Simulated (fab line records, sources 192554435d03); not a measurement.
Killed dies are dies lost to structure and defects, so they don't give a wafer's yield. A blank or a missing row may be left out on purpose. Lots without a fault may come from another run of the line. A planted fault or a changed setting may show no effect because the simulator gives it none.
fab line records | flow n5_finfet
record lots=6 wafers=17 last_day=18
route steps=1938 shown PMOS_HMC_CHANNEL_EPI@61 BEOL_M4@1111
lots that met no fault: from a run of the same line without faults
start_h: hours from the record's first day to the start of the lot's first wafer shown | wait_h: hours since the lot's step before | " the same as in the row above | L1.1+2: a row that stands for several wafers | - no value, or no start given | * or withheld: withheld | < > ~ a bound
route shown NAME@n: a module of which the file shows steps, and the number in the route of the first | usual: mean/standard deviation of fault-free wafers | same: alike in all rows | chamber/n: place in a boat | sites: the reading at each site | _std_site: their standard deviation | _edge_site: outer sites' mean less inner sites' | radius_mm: how far each site lies from the wafer's centre | mask NAME#n: copy n | behind: the tool/chamber that last shaped the wafer | hold: why the lot was held/for how many hours/how that ended | device: the transistor (n, p or np) that didn't switch | end of line: the same wafers' tests at the end of the route | a step without rows: its recipe alone | killed: dies lost to structure and defects at the first sort, not the wafer's yield | map: a wafer's dies, x killed, . not, _ none there
set.NAME: the setting as run; set.NAME@STEP: as run at that earlier step | model.NAME: the simulator's own value behind a step, which no gauge read
lots at some steps of the route; a table a step, a row a wafer
services: from which hour (start_h, from the record's first day; less than 0 if before it) a tool's chamber was out of use, for how many hours, and why
## steps
# step N5_PMOS_HMC_CHANNEL_EPI_SOFTBAKE_04
# recipe temp_c=110 time_s=60 resist=CAR-ArF-block
# step N5_PMOS_HMC_CHANNEL_EPI_EXPOSE_06
# recipe mask_id=PMOS_HMC_BLK na=1.35 source_shape=conventional sigma_outer=0.8 polarization=unpolarized target_cd_nm=240 dose_mj=41
# step N5_PMOS_HMC_CHANNEL_EPI_PEB_07
# recipe peb_temp_c=110 peb_time_s=60 resist=CAR-ArF-block
# step N5_PMOS_HMC_CHANNEL_EPI_DEVELOP_08
# recipe develop_time_s=30 developer=TMAH resist=CAR-ArF-block dev_temp_c=23 rinse_liquid=diw dry=air_spin
# step N5_PMOS_HMC_CHANNEL_EPI_CD_MEAS_09
# recipe target_cd_nm=237.4 landing_energy_ev=500 detector=se_inlens
# usual cd_nm=237.8/0.94
# columns lot.wafer tool chamber start_h wait_h cd_nm
L318.3 cd_sem-02 0 22.97 - 239.7
L318.4 " 0 " " 237.3
L318.5 " 0 " " 238.4
L319.1 cd_sem-01 0 28.98 - 238.7
L319.2 " 0 " " 238.9
L319.5 " 0 " " 239.3
L324.3 cd_sem-02 0 59.01 - 238.5
L324.4 " 0 " " 237.6
L324.5 " 0 " " 237.2
L327.2 cd_sem-01 0 77.14 - 239.9
L327.5 " 0 " " 238.8
L327.6 " 0 " " 238.7
L332.1 cd_sem-02 0 108.04 - 236.7
L332.4 " 0 " " 237.5
L332.6 " 0 " " 237.3
L333.3 cd_sem-03 0 113.63 - 237.7
L333.5 " 0 " " 238.6
# step N5_PMOS_HMC_CHANNEL_EPI_OVL_MEAS_10
# recipe points_per_wafer=44
# usual PMOS_HMC_BLK_OVL=0.2/0.65
# columns lot.wafer tool chamber start_h wait_h PMOS_HMC_BLK_OVL[nm]
L318.3 overlay-02 0 23.00 0.0 0.2
L318.4 " 0 " " 0.1
L318.5 " 0 " " 0.1
L319.1 overlay-02 0 29.01 0.0 -0.4
L319.2 " 0 " " -0.8
L319.5 " 0 " " 0.0
L324.3 overlay-01 0 59.04 0.0 0.3
L324.4 " 0 " " -0.3
L324.5 " 0 " " 0.4
L327.2 overlay-02 0 77.17 0.0 -0.1
L327.5 " 0 " " 0.0
L327.6 " 0 " " 0.3
L332.1 overlay-01 0 108.07 0.0 0.6
L332.4 " 0 " " 0.8
L332.6 " 0 " " 1.2
L333.3 overlay-02 0 113.66 0.0 0.5
L333.5 " 0 " " 1.1
# step N5_PMOS_HMC_CHANNEL_EPI_INSPECT_11
# recipe mode=adi inspect_instrument=macro
# usual raw_defect_count=2.1/1.4
# columns lot.wafer tool chamber start_h wait_h raw_defect_count
L318.3 defect_inspect-01 - 23.03 0.0 3
L318.4 " - " " 4
L318.5 " - " " 3
L319.1 defect_inspect-02 - 29.03 0.0 1
L319.2 " - " " 2
L319.5 " - " " 1
L324.3 defect_inspect-02 - 59.07 0.0 1
L324.4 " - " " 1
L324.5 " - " " 1
L327.2 defect_inspect-02 - 77.19 0.0 4
L327.5 " - " " 1
L327.6 " - " " 0
L332.1 defect_inspect-01 - 108.09 0.0 2
L332.4 " - " " 4
L332.6 " - " " 1
L333.3 defect_inspect-01 - 113.68 0.0 1
L333.5 " - " " 3
# step N5_PMOS_HMC_CHANNEL_EPI_DESCUM_14
# recipe chemistry=O2 time_s=7.9 source_power_w=50 bias_power_w=20 pressure_mtorr=20 rf_frequency_hz=2.712e+07 temp_c=40 resist=CAR-ArF-block o2_flow_sccm=225
# usual drypump_motor_current_A=5.6/0.34 oes_product_au=0.74/0.056 rf_vpp_V=242.8/1.2 showerhead_plenum_p_Torr=2.07/0.067 throttle_valve_pct=20.43/0.22
# columns lot.wafer tool chamber start_h wait_h drypump_motor_current_A oes_product_au rf_hours_counter_h rf_vpp_V showerhead_plenum_p_Torr throttle_valve_pct
L318.3 rie_diel-04 0 23.24 0.2 5.8 0.68 232 242.7 2.08 20.60
L318.4 " 1 " " 6.2 0.72 186 241.8 1.99 20.50
L318.5 " 1 " " 6.2 0.72 - 240.3 1.99 20.51
L319.1 rie_diel-06 1 29.07 0.0 5.7 0.78 151 242.6 2.01 20.25
L319.2 " 2 " " 5.2 0.75 164 244.6 2.19 20.43
L319.5 " 3 " " 5.4 0.78 - 241.6 2.04 20.86
L324.3 rie_diel-02 3 59.10 0.0 5.7 0.75 176 242.8 2.08 20.65
L324.4 " 0 " " 5.4 0.72 210 244.8 2.15 20.50
L324.5 " 3 " " 5.7 0.75 - 243.6 2.08 20.63
L327.2 rie_diel-04 0 77.23 0.0 5.8 0.67 247 241.2 2.08 20.60
L327.5 " 0 " " 5.8 0.66 - 242.6 2.08 20.59
L327.6 " 1 " " 6.3 0.71 - 241.7 1.99 20.54
L332.1 rie_diel-02 1 108.13 0.0 6.0 0.74 157 242.4 1.99 20.03
L332.4 " 0 " " 5.4 0.72 227 242.9 2.14 20.52
L332.6 " 2 " " 5.5 0.73 - 241.2 2.07 20.26
L333.3 rie_diel-04 2 113.72 0.0 5.2 0.74 149 246.2 2.20 20.55
L333.5 " 0 " " 5.8 1.01 - 242.2 2.08 20.25
# step N5_PMOS_HMC_CHANNEL_EPI_ETCH_32
# recipe chemistry=N2/H2 target=BARC stop_on=SiO2 target_depth_a=858 over_etch_frac=0.3 time_s=50.3 ion_energy_ev=200 mask_material=CAR-ArF-block pressure_mtorr=30 source_w=840 bias_w=150 n2_flow_sccm=200 h2_flow_sccm=200
# usual drypump_motor_current_A=5.6/0.35 oes_product_au=0.64/0.045 rf_vpp_V=523.2/2.3 showerhead_plenum_p_Torr=2.52/0.08 throttle_valve_pct=17.93/0.2
# columns lot.wafer tool chamber start_h wait_h drypump_motor_current_A oes_product_au rf_hours_counter_h rf_vpp_V showerhead_plenum_p_Torr throttle_valve_pct
L318.3 rie_diel-04 0 23.28 0.0 5.8 0.59 232 522.8 2.52 17.96
L318.4 " 1 " " 6.3 0.62 186 521.3 2.43 18.10
L318.5 " 1 " " 6.3 0.62 - 520.1 2.43 18.10
L319.1 rie_diel-06 1 29.10 0.0 5.6 0.66 151 520.3 2.43 17.61
L319.2 " 2 " " 5.2 0.64 164 525.8 2.66 17.94
L319.5 " 3 " " 5.4 0.67 - 521.5 2.45 18.06
L324.3 rie_diel-02 3 59.13 0.0 5.7 0.64 176 522.7 2.53 18.13
L324.4 " 0 " " 5.4 0.63 210 527.1 2.61 18.00
L324.5 " 3 " " 5.7 0.63 - 524.0 2.53 18.14
L327.2 rie_diel-04 0 77.26 0.0 5.8 0.58 247 524.1 2.51 17.98
L327.5 " 0 " " 5.8 0.58 - 522.6 2.51 17.98
L327.6 " 1 " " 6.2 0.61 - 519.9 2.42 18.13
L332.1 rie_diel-02 1 108.16 0.0 6.1 0.63 157 521.4 2.44 17.65
L332.4 " 0 " " 5.4 0.62 227 527.2 2.60 18.06
L332.6 " 2 " " 5.5 0.63 - 523.1 2.52 17.78
L333.3 rie_diel-04 2 113.75 0.0 5.3 0.64 149 527.1 2.67 18.09
L333.5 " 0 " " 5.8 0.85 - 523.2 2.51 17.56
# step N5_PMOS_HMC_CHANNEL_EPI_HM_OPEN_15
# recipe chemistry=CHF3/O2 target=SiO2 mask_material=CAR-ArF-block target_depth_a=406 CHF3_flow_sccm=50 O2_flow_sccm=5 Ar_flow_sccm=200 time_s=20.3 pressure_mtorr=30 source_w=650 bias_w=170 ion_energy_ev=200
# usual drypump_motor_current_A=5.6/0.35 oes_product_au=0.74/0.056 rf_vpp_V=525/13 showerhead_plenum_p_Torr=2.39/0.07 throttle_valve_pct=18.91/0.18
# columns lot.wafer tool chamber start_h wait_h drypump_motor_current_A oes_product_au rf_hours_counter_h rf_vpp_V showerhead_plenum_p_Torr throttle_valve_pct
L318.3 rie_diel-04 0 23.32 0.0 5.8 0.67 232 508 2.39 18.94
L318.4 " 1 " " 6.3 0.73 186 512 2.32 19.05
L318.5 " 1 " " 6.3 0.72 - 511 2.32 19.07
L319.1 rie_diel-06 1 29.14 0.0 5.7 0.78 151 527 2.33 18.82
L319.2 " 2 " " 5.2 0.75 164 533 2.51 18.88
L319.5 " 3 " " 5.4 0.78 - 531 2.33 19.14
L324.3 rie_diel-02 3 59.18 0.0 5.7 0.75 176 507 2.38 19.03
L324.4 " 0 " " 5.4 0.72 210 530 2.48 19.05
L324.5 " 3 " " 5.7 0.75 - 507 2.38 19.04
L327.2 rie_diel-04 0 77.30 0.0 5.8 0.66 247 508 2.38 18.97
L327.5 " 0 " " 5.8 0.66 - 510 2.38 18.96
L327.6 " 1 " " 6.3 0.72 - 511 2.31 19.07
L332.1 rie_diel-02 1 108.20 0.0 6.0 0.74 157 522 2.31 18.58
L332.4 " 0 " " 5.4 0.72 227 529 2.47 19.06
L332.6 " 2 " " 5.5 0.74 - 544 2.39 18.81
L333.3 rie_diel-04 2 113.79 0.0 5.2 0.75 149 534 2.52 18.97
L333.5 " 0 " " 5.8 1.01 - 509 2.38 18.59
# step N5_PMOS_HMC_CHANNEL_EPI_STRIP_33
# recipe chemistry=N2/H2 power_w=500 temp_c=40 pressure_mtorr=50 rf_frequency_hz=6e+07 overash_fraction=0.3 bias_power_w=8 h2_frac=0.5 n2_flow_sccm=300 h2_flow_sccm=300
# usual drypump_motor_current_A=5.6/0.35 oes_product_au=0.74/0.056 rf_vpp_V=54.2/1.6 showerhead_plenum_p_Torr=3.33/0.1 throttle_valve_pct=19.0/0.34
# columns lot.wafer tool chamber start_h wait_h drypump_motor_current_A oes_product_au rf_hours_counter_h rf_vpp_V showerhead_plenum_p_Torr throttle_valve_pct
L318.3 rie_diel-04 0 23.38 0.0 5.8 0.67 232 53.0 3.33 18.9
L318.4 " 1 " " 6.3 0.72 186 54.1 3.21 19.5
L318.5 " 1 " " 6.3 0.74 - 52.8 3.21 19.5
L319.1 rie_diel-06 1 29.20 0.0 5.7 0.78 151 54.8 3.21 18.4
L319.2 " 2 " " 5.2 0.74 164 53.9 3.50 19.0
L319.5 " 3 " " 5.4 0.77 - 53.4 3.24 18.9
L324.3 rie_diel-02 3 59.23 0.0 5.7 0.76 176 54.0 3.34 19.4
L324.4 " 0 " " 5.4 0.74 210 53.6 3.45 19.1
L324.5 " 3 " " 5.7 0.75 - 58.6 3.34 19.4
L327.2 rie_diel-04 0 77.36 0.0 5.8 0.66 247 55.9 3.32 19.0
L327.5 " 0 " " 5.8 0.65 - 53.0 3.32 18.9
L327.6 " 1 " " 6.3 0.72 - 54.3 3.21 19.5
L332.1 rie_diel-02 1 108.26 0.0 6.1 0.73 157 54.7 3.23 18.7
L332.4 " 0 " " 5.5 0.72 227 54.5 3.44 19.2
L332.6 " 2 " " 5.5 0.73 - 52.7 3.33 18.7
L333.3 rie_diel-04 2 113.85 0.0 5.3 0.74 149 54.4 3.52 19.4
L333.5 " 0 " " 5.8 1.00 - 52.9 3.32 18.6
# step N5_PMOS_HMC_CHANNEL_EPI_STRIP_17
# recipe chemistry=SPM time_s=750 temp_c=130 h2so4_h2o2_vol_ratio=4 dry=ipa_marangoni
# step N5_PMOS_HMC_CHANNEL_EPI_ETCH_38
# recipe chemistry=CF4 target=SiO2 target_depth_a=15 ion_energy_ev=350 pressure_mtorr=10 icp_w=800 bias_w=400 cf4_flow_sccm=80
# usual drypump_motor_current_A=5.8/0.41 he_backside_leak_sccm=2.8/0.32 oes_product_au=1.002/0.024 throttle_valve_pct=21.73/0.27
# columns lot.wafer tool chamber start_h wait_h drypump_motor_current_A he_backside_leak_sccm oes_product_au rf_hours_counter_h throttle_valve_pct model.SiO2_of_PMOS_HMC_CHANNEL_EPI_HM_DEP_34.thk_nm model.etch.depth_nm
L318.3 rie_si-06 1 23.68 0.0 5.6 3.5 0.992 197 21.90 34.96 1.472
L318.4 " 2 " " 5.1 3.4 1.021 54 21.86 34.94 1.541
L318.5 " 2 " " 5.1 3.4 1.023 - 21.87 35.2 1.523
L319.1 rie_si-02 2 29.50 0.0 6.0 2.8 1.018 56 21.44 34.9 1.481
L319.2 " 0 " " 5.8 2.9 1.049 133 21.50 34.56 1.567
L319.5 " 1 " " 6.6 2.6 0.992 - 21.60 34.92 1.51
L324.3 rie_si-04 0 59.56 0.0 5.4 3.0 1.007 138 21.98 34.03 1.469
L324.4 " 2 " " 5.5 2.8 1.026 58 21.47 35.37 1.545
L324.5 " 3 " " 6.1 2.7 0.995 - 21.76 35.16 1.516
L327.2 rie_si-06 3 77.66 0.0 5.6 2.4 0.963 14 21.87 33.98 1.441
L327.5 " 2 " " 5.1 3.2 1.016 - 21.85 35.14 1.526
L327.6 " 3 " " 5.6 2.5 0.967 - 21.88 35 1.443
L332.1 rie_si-02 2 108.57 0.0 5.9 3.0 1.405 57 21.55 33.4 2.383
L332.4 " 0 " " 5.8 2.7 1.028 - 21.46 34.54 1.512
L332.6 " 2 " " 6.0 2.9 1.003 - 21.46 34.83 1.453
L333.3 rie_si-02 1 114.15 0.0 6.6 2.5 0.982 24 21.61 35 1.493
L333.5 " 1 " " 6.6 2.5 1.366 - 21.73 34.97 2.432
# step N5_PMOS_HMC_CHANNEL_EPI_FIN_RECESS_16
# recipe chemistry=HBr/Cl2 target=Si mask_material=SiO2 target_depth_a=540 time_s=18 pressure_mtorr=10 icp_w=800 bias_w=75 HBr_flow_sccm=150 Cl2_flow_sccm=80
# usual drypump_motor_current_A=5.8/0.41 he_backside_leak_sccm=2.8/0.39 oes_product_au=1.003/0.021 throttle_valve_pct=35.5/0.39
# columns lot.wafer tool chamber start_h wait_h drypump_motor_current_A he_backside_leak_sccm oes_product_au rf_hours_counter_h throttle_valve_pct
L318.3 rie_si-06 1 23.70 0.0 5.6 3.2 0.982 197 35.8
L318.4 " 2 " " 5.1 3.1 1.011 54 35.6
L318.5 " 2 " " 5.1 3.1 1.027 - 35.6
L319.1 rie_si-02 2 29.52 0.0 5.9 3.0 1.006 56 35.0
L319.2 " 0 " " 5.8 2.8 1.035 133 35.3
L319.5 " 1 " " 6.6 2.5 0.988 - 35.2
L324.3 rie_si-04 0 59.58 0.0 5.4 2.7 1.004 138 35.6
L324.4 " 2 " " 5.5 2.9 1.005 58 35.1
L324.5 " 3 " " 6.1 2.6 0.984 - 35.2
L327.2 rie_si-06 3 77.68 0.0 5.6 2.2 0.976 14 35.8
L327.5 " 2 " " 5.1 3.2 1.011 - 35.7
L327.6 " 3 " " 5.7 2.2 0.977 - 35.8
L332.1 rie_si-02 2 108.59 0.0 5.9 3.0 1.024 57 34.9
L332.4 " 0 " " 5.9 2.7 1.023 - 35.3
L332.6 " 2 " " 5.9 2.9 1.009 - 35.0
L333.3 rie_si-02 1 114.17 0.0 6.6 2.5 0.981 24 35.2
L333.5 " 1 " " 6.6 2.6 0.985 - 35.2
# step N5_PMOS_HMC_CHANNEL_EPI_PRECLEAN_36
# recipe chemistry=O3/DIW time_s=45 temp_c=22 o3_ppm=10
# step N5_PMOS_HMC_CHANNEL_EPI_PRECLEAN_18
# recipe chemistry=DHF time_s=30 temp_c=25 dilution=withheld
# columns lot.wafer tool chamber start_h wait_h model.SiO2_of_PMOS_HMC_CHANNEL_EPI_HM_DEP_34.thk_nm
L318.3 wet_bench-04 5 23.81 0.0 25.33
L318.4 " 7 " " 25.08
L318.5 " 0 " " 25.34
L319.1 wet_bench-02 2 29.64 0.0 25.3
L319.2 " 3 " " 24.7
L319.5 " 4 " " 25.24
L324.3 wet_bench-02 0 59.69 0.0 24.23
L324.4 " 1 " " 25.65
L324.5 " 7 " " 25.5
L327.2 wet_bench-02 7 77.80 0.0 24.43
L327.5 " 0 " " 25.35
L327.6 " 1 " " 25.44
L332.1 wet_bench-06 0 108.70 0.0 23.82
L332.4 " 6 " " 24.83
L332.6 " 7 " " 25.25
L333.3 wet_bench-04 5 114.29 0.0 25.23
L333.5 " 1 " " 25.19
# step N5_PMOS_HMC_CHANNEL_EPI_SRD_19
# recipe dry=ipa_marangoni do_ppb=5 time_s=30 temp_c=23 rinse_liquid=diw
# step N5_BEOL_M4_RC_MEAS_101
# usual DIBL_N=36.0/1.7 DIBL_P=36.2/1.9 IOFF_N=0.154/0.028 IOFF_P=0.21/0.036 ION_N=675/11 ION_P=463/8.3 SS_N=71.4/0.63 SS_P=73.2/0.55 VT_N=250.2/3 VT_P=-251/3.7
# columns lot.wafer tool chamber start_h wait_h DIBL_N[mV/V] DIBL_P[mV/V] IOFF_N[nA/um] IOFF_P[nA/um] ION_N[uA/um] ION_P[uA/um] SS_N[mV/dec] SS_P[mV/dec] VT_N[mV] VT_P[mV]
L318.3 prober-01 0 197.75 0.3 38.6 37.1 0.169 0.22 669 460 72.1 74.1 251.6 -250
L318.4 " 0 " " 37.7 37.1 0.153 0.22 668 459 71.8 73.8 252.2 -249
L318.5 " 0 " " 38.5 38.1 0.171 0.26 667 463 71.6 74.1 250.9 -248
L324.3 prober-01 0 269.66 0.3 36.8 37.1 0.153 0.19 686 458 72.4 73.3 250.4 -256
L324.4 " 0 " " 35.6 34.6 0.127 0.16 666 453 71.8 72.2 252.1 -255
L324.5 " 0 " " 35.6 35.9 0.129 0.18 661 455 70.7 73.1 252.2 -252
L327.2 prober-02 0 291.79 0.2 35.3 35.3 0.135 0.18 684 463 71.5 72.8 250.7 -253
L327.5 " 0 " " 35.4 34.7 0.123 0.17 668 454 71.5 73.1 254.9 -255
L327.6 " 0 " " 35.9 35.5 0.142 0.18 681 466 71.5 73.2 251.5 -254
L319.1 prober-01 0 306.90 0.0 36.1 37.7 0.192 0.24 691 470 72.3 74.3 246.1 -250
L319.2 " 0 " " 35.2 36.8 0.161 0.22 682 468 71.5 74.2 249.8 -252
L319.5 " 0 " " 34.1 35.4 0.134 0.19 678 466 71.5 73.2 254.3 -252
L332.1 prober-02 0 309.89 0.0 38.5 38.5 0.199 0.30 691 477 71.6 74.1 245.0 -244
L332.4 " 0 " " 38.5 38.3 0.193 0.28 682 476 72.0 73.6 244.9 -244
L332.6 " 0 " " 36.8 36.4 0.144 0.25 672 472 70.6 73.4 249.5 -246
L333.3 prober-01 0 316.16 0.3 33.4 31.6 0.113 0.13 654 447 70.8 72.5 255.1 -259
L333.5 " 0 " " 34.1 33.8 0.128 0.16 668 450 71.2 73.2 254.9 -257
## services
# columns tool chamber start_h hours kind
rie_si-06 0 7.61 7.4 repair
rie_diel-02 - 11.09 0.5 repair
rie_diel-02 3 35.64 4.0 repair
rie_si-02 - 62.72 0.8 repair
rie_diel-02 - 70.01 0.2 repair
rie_si-04 - 74.08 0.7 repair
rie_diel-06 0 79.63 - clean
rie_diel-06 0 79.63 - consumable_replace:focus_ring
rie_diel-06 0 79.63 16.9 scheduled_down
rie_diel-06 0 79.63 16.9 vent_cycle
rie_diel-04 0 87.25 - clean
rie_diel-04 0 87.25 - consumable_replace:focus_ring
rie_diel-04 0 87.25 21.7 scheduled_down
rie_diel-04 0 87.25 21.7 vent_cycle
rie_si-04 2 87.27 5.8 repair
rie_si-04 3 89.37 8.2 repair
rie_si-06 1 97.59 - clean
rie_si-06 1 97.59 25.1 scheduled_down
rie_si-06 1 97.59 25.1 vent_cycle
rie_si-02 3 98.19 16.3 repair
rie_si-06 3 98.29 6.3 repair
rie_diel-06 0 104.78 5.5 repair
## key
first_sign step=N5_PMOS_HMC_CHANNEL_EPI_ETCH_38 reading=oes_product_au direction=up sigmas=16 usual=1.002 struck=1.386
effect none on later readings
model_effect step=N5_PMOS_HMC_CHANNEL_EPI_ETCH_38 value=SiO2_of_PMOS_HMC_CHANNEL_EPI_HM_DEP_34.thk_nm without=35.12 struck=34.18
model_effect step=N5_PMOS_HMC_CHANNEL_EPI_PRECLEAN_18 value=SiO2_of_PMOS_HMC_CHANNEL_EPI_HM_DEP_34.thk_nm without=25.45 struck=24.51
met_at N5_PMOS_HMC_CHANNEL_EPI_ETCH_38
struck_wafers L332.1,L333.5
onset_between 29.50 108.57
fault kind=process_parameter_drift tool=rie_si-02 chamber=- onset_h=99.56 steps=N5_PMOS_HMC_CHANNEL_EPI_ETCH_38 channel=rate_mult offset=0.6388 shape=step end_h=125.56 scope=struck_wafers_only
